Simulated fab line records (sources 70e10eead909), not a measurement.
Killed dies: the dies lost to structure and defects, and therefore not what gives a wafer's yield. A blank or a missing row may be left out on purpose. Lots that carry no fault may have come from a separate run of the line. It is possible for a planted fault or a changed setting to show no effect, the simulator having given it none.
Which of the tools did it? + flow nand harc + 13 lots with 39 wafers sampled at 4 steps, on a route of 1302 steps

## WHAT EACH GAUGE READ, for each wafer
The record holds no reading of a measuring or inspecting step that can be judged against a usual standard deviation.

## TOOL THAT RAN EACH LOT (tool first, then ch and the chambers of the sampled wafers, then the start)
| lot  | NHARC_A_M1_CMP_23             | NHARC_A_M1_DEP_33               | NHARC_A_BONDPAD_ETCH_12            | NHARC_A_BONDPAD_ANNEAL_28        |
|------|-------------------------------|---------------------------------|------------------------------------|----------------------------------|
| L971 | cmp-04 ch 0,3, day 22 18:52   | pecvd-01 ch 0,2, day 22 19:29   | rie diel-06 ch 0,2,3, day 22 21:41 | rtp anneal-01 ch 0, day 22 23:14 |
| L972 | cmp-02 ch 1,2, day 23 10:32   | pecvd-03 ch 0,1,2, day 23 11:10 | rie diel-06 ch 0,2, day 23 13:19   | rtp anneal-01 ch 0, day 23 14:49 |
| L973 | cmp-04 ch 0,1, day 23 19:11   | pecvd-04 ch 0,2, day 23 19:52   | rie diel-01 ch 1,2,3, day 23 21:52 | rtp anneal-02 ch 0, day 23 23:25 |
| L975 | cmp-03 ch 0,1, day 24 11:20   | pecvd-01 ch 0,2, day 24 12:02   | rie diel-12 ch 0,2, day 24 13:59   | rtp anneal-01 ch 0, day 24 16:02 |
| L977 | cmp-03 ch 1,3, day 25 02:02   | pecvd-01 ch 0,1,2, day 25 02:40 | rie diel-12 ch 2,3, day 25 04:50   | rtp anneal-01 ch 0, day 25 06:26 |
| L976 | cmp-02 ch 0,1,3, day 25 14:03 | pecvd-01 ch 0,1, day 25 14:42   | rie diel-06 ch 0,2, day 25 16:52   | rtp anneal-02 ch 0, day 25 18:25 |
| L978 | cmp-02 ch 1,3, day 26 12:33   | pecvd-04 ch 0,1, day 26 13:08   | rie diel-01 ch 0,1, day 26 15:22   | rtp anneal-02 ch 0, day 26 16:53 |
| L980 | cmp-03 ch 0,2,3, day 27 00:14 | pecvd-03 ch 0,1, day 27 00:49   | rie diel-06 ch 0,2, day 27 03:09   | rtp anneal-01 ch 0, day 27 04:49 |
| L982 | cmp-03 ch 1,2, day 27 17:18   | pecvd-01 ch 1,2, day 27 17:56   | rie diel-06 ch 1,2,3, day 27 20:14 | rtp anneal-02 ch 0, day 27 21:48 |
| L983 | cmp-04 ch 0,2, day 27 23:43   | pecvd-03 ch 0,2, day 28 00:26   | rie diel-12 ch 1,2,3, day 28 02:38 | rtp anneal-01 ch 0, day 28 04:14 |
| L985 | cmp-02 ch 0,1, day 28 15:36   | pecvd-03 ch 0,1,2, day 28 16:13 | rie diel-12 ch 0,1,3, day 28 18:26 | rtp anneal-01 ch 0, day 28 19:58 |
| L986 | cmp-02 ch 0,2,3, day 28 22:30 | pecvd-01 ch 0,2, day 28 23:08   | rie diel-12 ch 0,1,2, day 29 01:13 | rtp anneal-02 ch 0, day 29 03:00 |
| L993 | cmp-04 ch 2,3, day 32 10:28   | pecvd-04 ch 0,1,2, day 32 11:05 | rie diel-06 ch 2,3, day 32 13:07   | rtp anneal-02 ch 0, day 32 14:41 |
- NHARC_A_M1_CMP_23: polishes, t overpolish 20 s, target thk 154.34 nm.
- NHARC_A_M1_DEP_33: deposits SiCN, target thk 30 nm.
- NHARC_A_BONDPAD_ETCH_12: etches the open film in CHF3/O2, target depth 220 nm, time 110 s.
- NHARC_A_BONDPAD_ANNEAL_28: time 90 s.

## WHAT THE TOOLS THEMSELVES READ (means of the sampled wafers that have a number; where no wafer has one, the mark that the record gives instead)
NHARC_A_M1_CMP_23.
| lot  | tool   | motor current A (A) | time to endpoint s (s) |
|------|--------|---------------------|------------------------|
| L971 | cmp-04 | 13.0                | 31                     |
| L972 | cmp-02 | 14.1                | 26                     |
| L973 | cmp-04 | 13.9                | 31                     |
| L975 | cmp-03 | 11.5                | 27                     |
| L977 | cmp-03 | 11.6                | 26                     |
| L976 | cmp-02 | 13.4                | 28                     |
| L978 | cmp-02 | 13.5                | 28                     |
| L980 | cmp-03 | 10.5                | 31                     |
| L982 | cmp-03 | 11.1                | 29                     |
| L983 | cmp-04 | 12.6                | 35                     |
| L985 | cmp-02 | 13.7                | 33                     |
| L986 | cmp-02 | 13.0                | 29                     |
| L993 | cmp-04 | 11.1                | 30                     |

NHARC_A_M1_DEP_33.
| lot  | tool     | heater power w (W) |
|------|----------|--------------------|
| L971 | pecvd-01 | 585                |
| L972 | pecvd-03 | 555                |
| L973 | pecvd-04 | 590                |
| L975 | pecvd-01 | 540                |
| L977 | pecvd-01 | 642                |
| L976 | pecvd-01 | 551                |
| L978 | pecvd-04 | 615                |
| L980 | pecvd-03 | 630                |
| L982 | pecvd-01 | 645                |
| L983 | pecvd-03 | 548                |
| L985 | pecvd-03 | 632                |
| L986 | pecvd-01 | 572                |
| L993 | pecvd-04 | 549                |

NHARC_A_BONDPAD_ETCH_12.
| lot  | tool        | drypump motor current A (A) | oes product au (a.u.) | rf vpp V (V) | showerhead plenum p Torr (Torr) | throttle valve pct (%) |
|------|-------------|-----------------------------|-----------------------|--------------|---------------------------------|------------------------|
| L971 | rie diel-06 | 5.6                         | 0.968                 | 370          | 2.35                            | 20.571                 |
| L972 | rie diel-06 | 5.6                         | 0.974                 | 367          | 2.25                            | 20.584                 |
| L973 | rie diel-01 | 5.4                         | 0.924                 | 368          | 2.28                            | 20.572                 |
| L975 | rie diel-12 | 5.2                         | 0.927                 | 368          | 2.33                            | 20.567                 |
| L977 | rie diel-12 | 5.5                         | 0.927                 | 369          | 2.33                            | 20.565                 |
| L976 | rie diel-06 | 5.6                         | 0.920                 | 367          | 2.25                            | 20.571                 |
| L978 | rie diel-01 | 5.8                         | 0.931                 | 371          | 2.40                            | 20.565                 |
| L980 | rie diel-06 | 5.6                         | 0.925                 | 367          | 2.25                            | 20.571                 |
| L982 | rie diel-06 | 5.4                         | 0.933                 | 370          | 2.39                            | 20.567                 |
| L983 | rie diel-12 | 5.8                         | 0.970                 | 371          | 2.42                            | 20.574                 |
| L985 | rie diel-12 | 5.8                         | 0.928                 | 373          | 2.50                            | 20.574                 |
| L986 | rie diel-12 | 5.4                         | 0.883                 | 371          | 2.42                            | 20.576                 |
| L993 | rie diel-06 | 5.6                         | 0.923                 | 369          | 2.35                            | 20.574                 |

NHARC_A_BONDPAD_ANNEAL_28.
| lot  | tool          | anneal temp c (C) | wafer_temp_C_max |
|------|---------------|-------------------|------------------|
| L971 | rtp anneal-01 | 224.71            | 226.8            |
| L972 | rtp anneal-01 | 224.99            | 226.5            |
| L973 | rtp anneal-02 | 225.16            | 226.1            |
| L975 | rtp anneal-01 | 224.67            | 226.4            |
| L977 | rtp anneal-01 | 225.19            | 226.3            |
| L976 | rtp anneal-02 | 224.96            | 226.2            |
| L978 | rtp anneal-02 | 225.29            | 226.5            |
| L980 | rtp anneal-01 | 225.19            | 226.6            |
| L982 | rtp anneal-02 | 224.85            | 226.1            |
| L983 | rtp anneal-01 | 224.99            | 226.9            |
| L985 | rtp anneal-01 | 224.97            | 226.8            |
| L986 | rtp anneal-02 | 225.13            | 226.1            |
| L993 | rtp anneal-02 | 225.13            | 226.2            |

## THE ANSWER, worked out from the rows above alone
Rule: the lots themselves supply what counts as usual. The widest of any qualifying gaps counts: lots, ordered by their means at a reading, are off when they make up no more than a third of the lots, leave a main group of 4 or more, and stand apart from it by 3 or more times the standard deviation of that group's means. A main group is skipped when, at the precision printed for the reading in the tables above, its means are all equal. A lot without any number at a reading at which 4 lots or more have one is off too. All remaining lots with rows at the step are treated as sound. First the gauges in route order, then the tools' own readings, where a lot's mean is used as printed above. At the first step where some lot is off, the reading lying furthest off is the one used; lots without a number count as furthest.
No lot is off at any reading shown: from this, nothing can be told.

## WHAT HAD BEEN PUT IN BY THE SIMULATOR
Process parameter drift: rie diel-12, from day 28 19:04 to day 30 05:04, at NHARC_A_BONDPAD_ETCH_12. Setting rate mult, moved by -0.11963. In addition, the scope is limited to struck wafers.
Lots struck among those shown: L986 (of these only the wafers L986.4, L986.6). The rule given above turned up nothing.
